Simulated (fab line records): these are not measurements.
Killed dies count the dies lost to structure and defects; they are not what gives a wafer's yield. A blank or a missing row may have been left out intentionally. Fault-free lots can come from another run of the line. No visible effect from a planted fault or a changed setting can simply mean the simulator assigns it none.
A single fault, viewed from 3 desks    flow n5 finfet    every desk sees just its own numbers, and what lay behind them comes last
Where a reading is given only as a bound, like >300, the bound stands for it, and a mean or a difference that rests on one is marked > or <: the true number lies beyond.

## METROLOGY DESK
Lot by lot, what the gauges showed, no matter which tool ran the lot: averages of those sampled wafers that carry a number. If a lot's mean is further than 4 standard deviations from the usual mean, the lot is out of limits and carries the mark OUT (the distance appears in the brackets). Shown here are 7 of its 11 readings, the ones lying furthest out on some lot.
Columns: A = cd nm at N5_WELL_APT_CD_MEAS_25, usual 201.0 nm; B = IOFF_N at N5_BEOL_M4_RC_MEAS_101, usual 0.153 nA/um; C = IOFF_P at N5_BEOL_M4_RC_MEAS_101, usual 0.21 nA/um; D = ION_N at N5_BEOL_M4_RC_MEAS_101, usual 673 uA/um; E = ION_P at N5_BEOL_M4_RC_MEAS_101, usual 462 uA/um; F = VT_N at N5_BEOL_M4_RC_MEAS_101, usual 250 mV; G = VT_P at N5_BEOL_M4_RC_MEAS_101, usual -250 mV
lot   first seen here  A      B      C     D    E    F    G
L656  day 1 21:16      202.0  0.147  0.19  673  456  252  -252
L659  day 2 15:00      200.7  0.185  0.24  691  472  245  -244
L664  day 3 21:52      199.2  0.152  0.20  682  466  248  -250
L666  day 4 09:01      201.5  0.169  0.21  672  456  249  -251
L671  day 5 14:59      201.0  0.146  0.20  668  460  252  -251
L674  day 6 08:56      202.1  0.156  0.20  670  461  252  -251
L675  day 6 15:04      202.3  0.161  0.22  671  463  250  -247
L678  day 7 09:04      200.9  0.147  0.19  669  457  250  -252
This desk's verdict: no lot among the 8 shows anything out of limits.

## THE DEFECT DESK
Lot by lot, what the route's inspections counted, given as the mean of those sampled wafers with a number. If a lot's mean is further than 4 standard deviations from the usual mean, the lot is out of limits and carries the mark OUT (the distance appears in the brackets).
Columns: A = raw defect count at N5_ZERO_LAYER_INSPECT_20, usual 38; B = raw defect count at N5_WELL_APT_INSPECT_10, usual 2.0; C = raw defect count at N5_WELL_APT_INSPECT_38, usual 13
lot   first seen here  A               B                       C
L656  day 1 19:26      37              3.3                     14
L659  day 2 13:17      68              2.3                     11
L664  day 3 20:20      1013 (+57) OUT  >300 (+99 or more) OUT  990 (+99 or more) OUT
L666  day 4 07:31      1002 (+57) OUT  >300 (+99 or more) OUT  976 (+99 or more) OUT
L671  day 5 13:26      29              2.0                     23
L674  day 6 07:23      29              3.3                     14
L675  day 6 13:25      39              3.3                     22
L678  day 7 07:23      36              2.0                     12
This desk finds L664, L666 out of limits, L664 being first, at day 3 20:20 (raw defect count at N5_ZERO_LAYER_INSPECT_20). L656, L659, L671, L674, L675, L678: within limits.

## DESK OF THE TOOL OWNER: rie si-03
The tool's own readings at N5_ZERO_LAYER_ETCH_18 (etches Si in HBr/Cl2, target depth 120 nm, time 40 s): means of the sampled wafers that have a number, for each lot that ran on this tool. If a lot's mean is further than 4 standard deviations from the usual mean, the lot is out of limits and carries the mark OUT (the distance appears in the brackets).
Columns: A = drypump motor current A at N5_ZERO_LAYER_ETCH_18, usual 5.8 A; B = mfc cl2 sccm at N5_ZERO_LAYER_ETCH_18, usual 79.99 sccm; C = oes product au at N5_ZERO_LAYER_ETCH_18, usual 0.998 a.u.; D = throttle valve pct at N5_ZERO_LAYER_ETCH_18, usual 36.30 %
lot   first seen here  A    B      C      D
L656  day 1 18:56      5.5  80.06  0.980  36.08
L664  day 3 19:52      5.5  80.01  0.997  36.27
L666  day 4 06:56      5.5  80.03  0.989  36.28
This desk's verdict: no lot among the 3 shows anything out of limits.

## TAKEN TOGETHER
The defect desk could have raised an alarm at day 3 20:20, on L664, L666.
Metrology desk: nothing out of limits seen.
The desk of the tool owner found nothing out of limits.
The metrology desk has L664, L666 on record, within its limits.
The tool owner's desk has L664, L666 on record, within its limits.
Of the lots named, all ran N5_ZERO_LAYER_ETCH_18 on rie si-03.

## WHAT THE SIMULATOR HAD PUT IN
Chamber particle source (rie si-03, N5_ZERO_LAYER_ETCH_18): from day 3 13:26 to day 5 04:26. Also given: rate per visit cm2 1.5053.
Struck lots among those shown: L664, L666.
Hours from the fault's start to each desk's first reading out of limits: the defect desk, 7.
